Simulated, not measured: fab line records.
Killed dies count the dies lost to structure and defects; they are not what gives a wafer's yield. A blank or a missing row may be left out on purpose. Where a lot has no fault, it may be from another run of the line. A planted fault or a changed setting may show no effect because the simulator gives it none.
fab line records ; flow n5Finfet
record lots=7; wafers=19; lastDay=17
route steps=1938 shown BEOL_M11@1561 PASSIVATION@1936
lots with no fault: from the same line, run without faults
startH: the number of hours between the record's first day and the start of the first shown wafer of the lot ; waitH: time in hours since the lot's previous step ; " unchanged from the row above ; L1.1+2: a row that stands for several wafers ; - value missing, or start not given ; * or withheld: withheld ; < > ~ a bound
route shown NAME@n: NAME is a module with steps in the file, n the number in the route of the first one ; usual: average and standard deviation across the fault-free wafers ; same: alike in all rows ; chamber/n: place in a boat ; sites: readings site by site ; _std_site: the standard deviation of these ; _edge_site: inner sites' mean taken away from outer sites' mean ; radiusMm: for every site, how far away it sits from the centre of the wafer ; mask NAME#n: copy n ; behind: tool/chamber where the wafer was last shaped ; hold: what put the lot on hold/how long, in hours/how the hold closed ; device: the transistor (n, p or np) that didn't switch ; end of line: tests run on the same wafers once the route is complete ; a step with no rows: only its recipe ; killed: not the wafer's yield, but the dies lost to structure and defects at the first sort ; map: a wafer's dies, marking killed ones x, the rest . and places with no die _
set.NAME: setting as actually run; set.NAME@STEP: the setting as run at that earlier step ; model.NAME: the simulator's own value behind a step, which no gauge read
lots at some steps of the route; a table a step, a row a wafer
services: the hour from which a tool's chamber was out of use, counted from the record's first day as startH (under 0 if before that day), plus the number of hours and why
## steps
# step N5_BEOL_M11_COAT_64
# recipe resist=SiARC; tempC=220; timeS=60; spinRpm=1500; resistThkNm=30
# step N5_BEOL_M11_COAT_22
# recipe resist=CAR-ArF; spinRpm=1500; resistThkNm=90
# step N5_BEOL_M11_EBR_24
# recipe solvent=PGMEA; ebrWidthMm=1.5
# step N5_BEOL_M11_SOFTBAKE_23
# recipe tempC=110; timeS=60; resist=CAR-ArF
# step N5_BEOL_M11_EXPOSE_25
# recipe maskId=V10; na=1.35; sourceShape=annular; sigmaInner=0.5; sigmaOuter=0.8; polarization=unpolarized; doseMj=85.5
# step N5_BEOL_M11_PEB_26
# recipe pebTempC=withheld; pebTimeS=60; resist=CAR-ArF
# step N5_BEOL_M11_DEVELOP_27
# recipe developTimeS=30; developer=TMAH; resist=CAR-ArF; rinseLiquid=diw; dry=airSpin; devTempC=23
# step N5_BEOL_M11_CD_MEAS_28
# recipe targetCdNm=70; landingEnergyEv=500; detector=seInlens; polarity=opening
# usual cdNm=70.2/0.7
# same landingEnergyEv=500
lot.wafer;tool;chamber;startH;waitH;cdNm
L958.2;cdSem-02;0;228.82;-;71.7
L958.3;cdSem-02;0;228.82;-;70.8
L958.5;cdSem-02;0;228.82;-;71.4
L959.4;cdSem-03;0;241.95;-;69.7
L959.5;cdSem-03;0;241.95;-;70.3
L959.6;cdSem-03;0;241.95;-;68.5
L968.1;cdSem-01;0;315.94;-;71.0
L968.5;cdSem-01;0;315.94;-;70.7
L970.2;cdSem-01;0;319.15;-;70.9
L970.5;cdSem-01;0;319.15;-;70.2
L971.4;cdSem-03;0;333.67;-;70.4
L971.5;cdSem-03;0;333.67;-;71.1
L971.6;cdSem-03;0;333.67;-;69.6
L973.2;cdSem-01;0;348.14;-;70.2
L973.3;cdSem-01;0;348.14;-;70.5
L973.6;cdSem-01;0;348.14;-;70.5
L978.3;cdSem-03;0;368.61;-;69.4
L978.5;cdSem-03;0;368.61;-;69.9
L978.6;cdSem-03;0;368.61;-;70.1
# step N5_BEOL_M11_OVL_MEAS_29
# recipe pointsPerWafer=44
# usual V10_OVL=-0.6/0.72
lot.wafer;tool;chamber;startH;waitH;V10_OVL[nm]
L958.2;overlay-02;0;228.85;0.0;0.0
L958.3;overlay-02;0;228.85;0.0;0.0
L958.5;overlay-02;0;228.85;0.0;0.0
L959.4;overlay-01;0;241.98;0.0;-0.4
L959.5;overlay-01;0;241.98;0.0;0.0
L959.6;overlay-01;0;241.98;0.0;-0.6
L968.1;overlay-01;0;315.97;0.0;-1.2
L968.5;overlay-01;0;315.97;0.0;-0.5
L970.2;overlay-01;0;319.18;0.0;0.1
L970.5;overlay-01;0;319.18;0.0;0.6
L971.4;overlay-01;0;333.70;0.0;1.0
L971.5;overlay-01;0;333.70;0.0;0.3
L971.6;overlay-01;0;333.70;0.0;-0.5
L973.2;overlay-02;0;348.17;0.0;-1.1
L973.3;overlay-02;0;348.17;0.0;-1.1
L973.6;overlay-02;0;348.17;0.0;-1.6
L978.3;overlay-01;0;368.64;0.0;-0.6
L978.5;overlay-01;0;368.64;0.0;-0.8
L978.6;overlay-01;0;368.64;0.0;-0.9
# step N5_BEOL_M11_INSPECT_30
# recipe mode=adi; inspectInstrument=brightfield
# usual rawDefectCount=415/100
lot.wafer;tool;chamber;startH;waitH;rawDefectCount
L958.2;defectInspect-01;-;228.87;0.0;475
L958.3;defectInspect-01;-;228.87;0.0;506
L958.5;defectInspect-01;-;228.87;0.0;433
L959.4;defectInspect-01;-;242.00;0.0;349
L959.5;defectInspect-01;-;242.00;0.0;418
L959.6;defectInspect-01;-;242.00;0.0;428
L968.1;defectInspect-02;-;316.00;0.0;390
L968.5;defectInspect-02;-;316.00;0.0;528
L970.2;defectInspect-01;-;319.21;0.0;396
L970.5;defectInspect-01;-;319.21;0.0;489
L971.4;defectInspect-01;-;333.72;0.0;510
L971.5;defectInspect-01;-;333.72;0.0;522
L971.6;defectInspect-01;-;333.72;0.0;381
L973.2;defectInspect-02;-;348.20;0.0;207
L973.3;defectInspect-02;-;348.20;0.0;303
L973.6;defectInspect-02;-;348.20;0.0;432
L978.3;defectInspect-02;-;368.66;0.0;491
L978.5;defectInspect-02;-;368.66;0.0;490
L978.6;defectInspect-02;-;368.66;0.0;424
# step N5_BEOL_M11_DESCUM_33
# recipe chemistry=O2; timeS=7.9; sourcePowerW=50; biasPowerW=20; pressureMtorr=20; rfFrequencyHz=2.712e+07; tempC=40; resist=CAR-ArF; o2FlowSccm=225
# usual drypumpMotorCurrentA=5.8/0.53; oesProductAu=0.79/0.068; rfVppV=243.3/1.3; showerheadPlenumPTorr=2.10/0.074; throttleValvePct=20.44/0.2
lot.wafer;tool;chamber;startH;waitH;drypumpMotorCurrentA;oesProductAu;rfHoursCounterH;rfVppV;showerheadPlenumPTorr;throttleValvePct
L958.2;rieDiel-05;1;229.44;0.6;5.8;0.73;196;244.1;2.17;20.63
L958.3;rieDiel-05;0;229.44;0.6;5.6;0.93;18;242.9;2.06;20.07
L958.5;rieDiel-05;1;229.44;0.6;5.8;0.74;-;243.0;2.17;20.64
L959.4;rieDiel-02;3;242.03;0.0;6.6;0.89;31;243.6;2.15;20.22
L959.5;rieDiel-02;3;242.03;0.0;6.6;0.89;-;244.6;2.15;20.23
L959.6;rieDiel-02;2;242.03;0.0;5.1;0.80;-;243.0;2.03;20.35
L968.1;rieDiel-02;3;317.42;1.4;6.6;0.85;55;243.0;2.14;20.25
L968.5;rieDiel-02;1;317.42;1.4;5.5;0.71;-;243.6;2.16;20.60
L970.2;rieDiel-02;2;319.72;0.5;5.1;0.77;120;241.3;2.02;20.38
L970.5;rieDiel-02;2;319.72;0.5;5.1;0.77;-;241.4;2.02;20.39
L971.4;rieDiel-06;1;333.77;0.0;5.5;0.71;-;241.7;1.97;20.41
L971.5;rieDiel-06;2;333.77;0.0;6.5;0.74;-;243.0;2.08;20.56
L971.6;rieDiel-06;3;333.77;0.0;6.5;0.79;-;241.5;2.02;20.52
L973.2;rieDiel-02;3;348.23;0.0;6.6;0.84;66;244.0;2.13;20.27
L973.3;rieDiel-02;1;348.23;0.0;5.6;0.71;217;243.7;2.16;20.60
L973.6;rieDiel-02;0;348.23;0.0;5.1;0.84;-;244.7;2.20;20.63
L978.3;rieDiel-05;3;368.79;0.1;5.7;0.86;46;245.2;2.22;20.36
L978.5;rieDiel-05;1;368.79;0.1;5.8;0.70;-;243.7;2.15;20.70
L978.6;rieDiel-05;0;368.79;0.1;5.7;0.86;-;243.0;2.04;20.12
# step N5_BEOL_M11_ETCH_65
# recipe chemistry=CF4; target=SiARC; targetDepthA=390; maskMaterial=CAR-ArF; timeS=65; ionEnergyEv=80; pressureMtorr=40; sourceW=545; biasW=36; Ar_flow_sccm=100; cf4FlowSccm=100; ends=cleared
# usual drypumpMotorCurrentA=5.8/0.53; etchRfOnTimeS=65.1/1.2; mfcArSccm=100.0/0.31; oesProductAu=0.67/0.059; rfVppV=184.0/1.2; showerheadPlenumPTorr=2.15/0.072; throttleValvePct=15.62/0.23
lot.wafer;tool;chamber;startH;waitH;drypumpMotorCurrentA;etchRfOnTimeS;mfcArSccm;oesProductAu;rfHoursCounterH;rfVppV;showerheadPlenumPTorr;throttleValvePct
L958.2;rieDiel-05;1;229.47;0.0;5.8;64.9;100.3;0.63;196;185.5;2.21;15.82
L958.3;rieDiel-05;0;229.47;0.0;5.6;63.5;100.2;0.79;18;185.1;2.10;15.18
L958.5;rieDiel-05;1;229.47;0.0;5.9;65.1;99.6;0.63;-;184.0;2.21;15.81
L959.4;rieDiel-02;3;242.07;0.0;6.6;63.6;100.2;0.76;31;184.0;2.18;15.28
L959.5;rieDiel-02;3;242.07;0.0;6.6;63.3;99.8;0.76;-;184.9;2.18;15.26
L959.6;rieDiel-02;2;242.07;0.0;5.1;65.3;100.2;0.68;-;183.4;2.07;15.48
L968.1;rieDiel-02;3;317.46;0.0;6.6;64.4;99.9;0.73;55;183.9;2.17;15.31
L968.5;rieDiel-02;1;317.46;0.0;5.5;66.3;99.6;0.61;-;185.8;2.20;15.76
L970.2;rieDiel-02;2;319.75;0.0;5.1;65.7;100.3;0.66;120;183.2;2.06;15.54
L970.5;rieDiel-02;2;319.75;0.0;5.1;66.4;100.3;0.66;-;182.8;2.06;15.54
L971.4;rieDiel-06;1;333.81;0.0;5.5;66.4;99.8;0.60;-;181.6;2.04;15.68
L971.5;rieDiel-06;2;333.81;0.0;6.5;65.9;100.3;0.63;-;183.8;2.13;15.82
L971.6;rieDiel-06;3;333.81;0.0;6.6;65.0;100.4;0.67;-;182.2;2.07;15.66
L973.2;rieDiel-02;3;348.27;0.0;6.5;63.1;100.0;0.73;66;184.2;2.16;15.32
L973.3;rieDiel-02;1;348.27;0.0;5.5;65.2;99.4;0.61;217;185.9;2.20;15.77
L973.6;rieDiel-02;0;348.27;0.0;5.1;63.1;100.1;0.71;-;185.1;2.26;15.85
L978.3;rieDiel-05;3;368.82;0.0;5.7;64.3;99.8;0.74;46;185.7;2.27;15.52
L978.5;rieDiel-05;1;368.82;0.0;5.8;65.3;99.8;0.60;-;183.9;2.20;15.87
L978.6;rieDiel-05;0;368.82;0.0;5.7;63.7;100.1;0.74;-;183.3;2.09;15.26
# step N5_BEOL_M11_ETCH_66
# recipe chemistry=N2/H2; target=SOC; targetDepthA=1200; overetchA=240; maskMaterial=SiARC; tempC=40; timeS=180; ionEnergyEv=200; pressureMtorr=30; sourceW=840; biasW=150; n2FlowSccm=200; h2FlowSccm=200
# usual drypumpMotorCurrentA=5.8/0.53; oesProductAu=0.64/0.05; rfVppV=524.1/2.6; runLengthS=203.4/0.52; showerheadPlenumPTorr=2.55/0.09; throttleValvePct=17.85/0.25
lot.wafer;tool;chamber;startH;waitH;drypumpMotorCurrentA;oesProductAu;rfHoursCounterH;rfVppV;runLengthS;showerheadPlenumPTorr;throttleValvePct;model.SiARC_of_BEOL_M11_COAT_64.thkNm
L958.2;rieDiel-05;1;229.52;0.0;5.9;0.60;196;524.7;203.5;2.63;18.14;22.8
L958.3;rieDiel-05;0;229.52;0.0;5.7;0.74;18;522.7;203.5;2.50;17.48;22.8
L958.5;rieDiel-05;1;229.52;0.0;5.9;0.60;-;528.1;203.2;2.63;18.14;22.8
L959.4;rieDiel-02;3;242.12;0.0;6.6;0.71;31;525.9;203.4;2.59;17.43;22.6
L959.5;rieDiel-02;3;242.12;0.0;6.6;0.72;-;526.7;204.0;2.59;17.43;22.4
L959.6;rieDiel-02;2;242.12;0.0;5.1;0.65;-;522.9;203.3;2.47;17.66;22.8
L968.1;rieDiel-02;3;317.51;0.0;6.6;0.58;55;525.2;275.0;2.58;17.46;19.8
L968.5;rieDiel-02;1;317.51;0.0;5.5;0.58;-;525.1;204.5;2.63;18.12;23
L970.2;rieDiel-02;2;319.80;0.0;5.1;0.53;120;521.5;274.5;2.46;17.69;20.2
L970.5;rieDiel-02;2;319.80;0.0;5.1;0.62;-;521.4;203.5;2.45;17.72;22.8
L971.4;rieDiel-06;1;333.90;0.1;5.5;0.57;-;519.5;202.7;2.41;17.96;22.8
L971.5;rieDiel-06;2;333.90;0.1;6.5;0.60;-;523.8;204.1;2.52;17.86;22.8
L971.6;rieDiel-06;3;333.90;0.1;6.6;0.64;-;521.1;203.6;2.46;17.85;22.6
L973.2;rieDiel-02;3;348.32;0.0;6.5;0.57;66;525.0;274.6;2.57;17.48;19.6
L973.3;rieDiel-02;1;348.32;0.0;5.6;0.57;217;525.6;204.6;2.63;18.14;22.8
L973.6;rieDiel-02;0;348.32;0.0;5.1;0.67;-;527.2;203.1;2.69;18.09;22.6
L978.3;rieDiel-05;3;368.87;0.0;5.7;0.70;46;528.6;202.8;2.69;17.79;22.6
L978.5;rieDiel-05;1;368.87;0.0;5.8;0.57;-;525.3;203.2;2.62;18.21;22.8
L978.6;rieDiel-05;0;368.87;0.0;5.7;0.69;-;521.7;203.6;2.48;17.55;22.4
# step N5_BEOL_M11_STRIP_69
# recipe chemistry=N2/H2; tempC=40; n2FlowSccm=200; h2FlowSccm=200; rfFrequencyHz=6e+07
# step N5_PASSIVATION_PROBE_49
# usual defectLimitedYield=91.2/1.5; killed_at_M0_to_M3=35/11; killed_at_M4_up=13/5.6; killedAtContacts=13/6.3; killedAtFrontEnd=38/12; killedAtOther=3.7/2.9; killedDies=104/18; killedOnRim=14/3.8; killedOpen=69/13; killedShort=34/8.3; sort_bin_5_function=5.2/0.95; sort_bin_6_memory=3.3/0.68; sortNPass=1076/18; sortYieldPct=91.2/1.5
# same grossDies=1180; killedAtBackSide=0; sort_bin_4_leakage[%]=0; sort_bin_8_speed[%]=0
lot.wafer;tool;chamber;startH;waitH;defectLimitedYield[%];killed_at_M0_to_M3;killed_at_M4_up;killedAtContacts;killedAtFrontEnd;killedAtOther;killedDies;killedOnRim;killedOpen;killedShort;sort_bin_5_function[%];sort_bin_6_memory[%];sortNPass;sortYieldPct[%]
L959.4;prober-01;-;283.71;0.2;91.5;27;27;10;34;2;100;12;76;20;5.1;3.1;1080;91.5
L959.5;prober-01;-;283.76;0.2;90.3;25;35;11;34;9;114;16;75;39;5.5;4.0;1066;90.3
L959.6;prober-01;-;283.81;0.3;90.8;37;16;7;41;7;108;11;71;37;5.6;3.2;1072;90.8
L968.1;prober-01;-;359.75;0.0;90.4;40;16;23;33;1;113;13;78;35;5.4;3.8;1067;90.4
L968.5;prober-01;-;359.95;0.2;89.1;65;11;22;29;2;129;18;91;37;5.8;4.4;1051;89.1
L970.2;prober-01;-;364.77;0.1;90.8;37;10;13;47;2;109;14;74;35;5.3;3.6;1071;90.8
L970.5;prober-01;-;364.92;0.2;90.5;40;13;12;46;1;112;12;76;35;5.8;3.5;1068;90.5
L971.4;prober-01;-;378.79;0.2;90.8;32;10;15;49;2;108;14;78;30;4.6;4.3;1072;90.8
L971.5;prober-01;-;378.84;0.2;91.8;28;9;18;41;1;97;14;61;35;4.7;3.3;1083;91.8
L971.6;prober-01;-;378.89;0.3;92.1;28;5;20;39;1;93;11;63;30;4.7;2.8;1087;92.1
L973.3;prober-02;-;394.27;0.1;91.4;25;21;18;35;2;101;14;58;43;5.5;2.4;1079;91.4
L973.6;prober-02;-;394.42;0.3;91.1;47;21;11;25;1;105;11;73;29;5.3;3.4;1075;91.1
# killed by level:class
L959.4 STI_FIN_REVEAL:geometricParticle:open=21 BEOL_M4:geometricParticle:open=16 MOL_CONTACT_COAG:geometricParticle:open=7 BEOL_M3:geometricParticle:open=7 BEOL_M0_SAQP:geometricParticle:short=5 FIN_SAQP:geometricParticle:open=4 FIN_SAQP:geometricParticle:short=4 MOL_CONTACT_COAG:geometricParticle:short=3
L959.5 BEOL_M4:geometricParticle:open=15 MOL_CONTACT_COAG:geometricParticle:open=11 GATE_CUT:geometricParticle:short=10 STI_FIN_REVEAL:geometricParticle:open=8 BEOL_M3:geometricParticle:open=8 BEOL_M7:geometricParticle:open=7 BEOL_M0_SAQP:geometricParticle:open=5 BEOL_M4:geometricParticle:short=5
L959.6 STI_FIN_REVEAL:geometricParticle:open=14 BEOL_M2:geometricParticle:open=10 BEOL_M1:geometricParticle:open=10 GATE_CUT:geometricParticle:short=9 MOL_CONTACT_COAG:geometricParticle:open=7 BEOL_M4:geometricParticle:open=7 BEOL_M3:geometricParticle:open=6 BEOL_M4:geometricParticle:short=6
L968.1 MOL_CONTACT_COAG:geometricParticle:open=16 STI_FIN_REVEAL:geometricParticle:open=15 BEOL_M1:geometricParticle:open=11 BEOL_M0_SAQP:geometricParticle:short=8 BEOL_M2:geometricParticle:open=8 FIN_SAQP:geometricParticle:short=7 MOL_CONTACT_COAG:geometricParticle:short=7 BEOL_M0_SAQP:geometricParticle:open=7
L968.5 MOL_CONTACT_COAG:geometricParticle:open=19 BEOL_M0_SAQP:geometricParticle:open=15 BEOL_M3:geometricParticle:open=11 BEOL_M0_SAQP:geometricParticle:short=11 BEOL_M1:geometricParticle:open=9 BEOL_M2:geometricParticle:open=9 STI_FIN_REVEAL:geometricParticle:open=7 STARTING-WAFER:geometricParticle:open=6
L970.2 FIN_SAQP:geometricParticle:open=17 MOL_CONTACT_COAG:geometricParticle:open=12 BEOL_M0_SAQP:geometricParticle:open=11 BEOL_M0_SAQP:geometricParticle:short=10 FIN_SAQP:geometricParticle:short=8 STI_FIN_REVEAL:geometricParticle:open=7 BEOL_M3:geometricParticle:open=6 BEOL_M2:geometricParticle:open=5
L970.5 BEOL_M3:geometricParticle:open=13 FIN_SAQP:geometricParticle:short=12 MOL_CONTACT_COAG:geometricParticle:open=10 FIN_SAQP:geometricParticle:open=9 STI_FIN_REVEAL:geometricParticle:open=9 BEOL_M0_SAQP:geometricParticle:open=9 BEOL_M4:geometricParticle:open=8 BEOL_M0_SAQP:geometricParticle:short=7
L971.4 FIN_SAQP:geometricParticle:open=15 MOL_CONTACT_COAG:geometricParticle:open=14 FIN_SAQP:geometricParticle:short=9 BEOL_M0_SAQP:geometricParticle:short=7 BEOL_M3:geometricParticle:open=7 BEOL_M4:geometricParticle:open=7 ILD0:geometricParticle:open=6 BEOL_M0_SAQP:geometricParticle:open=5
L971.5 MOL_CONTACT_COAG:geometricParticle:open=15 FIN_SAQP:geometricParticle:short=13 FIN_SAQP:geometricParticle:open=9 BEOL_M2:geometricParticle:open=6 BEOL_M0_SAQP:geometricParticle:short=5 BEOL_M0_SAQP:geometricParticle:open=4 BEOL_M3:geometricParticle:open=4 STARTING-WAFER:geometricParticle:open=4
L971.6 MOL_CONTACT_COAG:geometricParticle:open=15 FIN_SAQP:geometricParticle:open=10 BEOL_M3:geometricParticle:open=9 BEOL_M2:geometricParticle:open=8 FIN_SAQP:geometricParticle:short=6 GATE_CUT:geometricParticle:short=6 MOL_CONTACT_COAG:geometricParticle:short=5 BEOL_M0_SAQP:geometricParticle:short=5
L973.3 MOL_CONTACT_COAG:geometricParticle:open=12 BEOL_M4:geometricParticle:open=10 BEOL_M0_SAQP:geometricParticle:short=9 FIN_SAQP:geometricParticle:short=8 GATE_CUT:geometricParticle:short=8 STI_FIN_REVEAL:geometricParticle:open=7 MOL_CONTACT_COAG:geometricParticle:short=6 BEOL_M0_SAQP:geometricParticle:open=6
L973.6 BEOL_M3:geometricParticle:open=12 BEOL_M2:geometricParticle:open=11 BEOL_M4:geometricParticle:open=10 BEOL_M0_SAQP:geometricParticle:open=9 MOL_CONTACT_COAG:geometricParticle:open=8 BEOL_M0_SAQP:geometricParticle:short=8 STI_FIN_REVEAL:geometricParticle:open=5 GATE_CUT:geometricParticle:short=4
## services
tool;chamber;startH;hours;kind
rieDiel-06;2;297.63;7.9;repair
rieDiel-05;3;298.23;8.0;repair
rieDiel-06;-;302.99;14.6;pm
rieDiel-02;0;316.48;3.8;repair
rieDiel-06;0;329.38;30.4;repair
rieDiel-02;0;333.06;3.4;repair
rieDiel-06;2;337.79;6.0;repair
rieDiel-02;2;359.03;13.7;repair
rieDiel-05;2;368.61;5.7;repair
## key
firstSign step=N5_BEOL_M11_ETCH_66; reading=runLengthS; direction=up; sigmas=99+; usual=*; struck=*
effect none on later readings
modelEffect step=N5_BEOL_M11_ETCH_66; value=SiARC_of_BEOL_M11_COAT_64.thkNm; without=22.73; struck=19.87
metAt N5_BEOL_M11_ETCH_66
struckWafers L968.1,L970.2,L973.2
onsetBetween 242.12 317.51
fault kind=processParameterDrift; tool=rieDiel-02; chamber=-; onsetH=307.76; steps=N5_BEOL_M11_ETCH_66; channel=timeS; offset=*; shape=step; endH=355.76; scope=struckWafersOnly; actsIn=*; stated=*
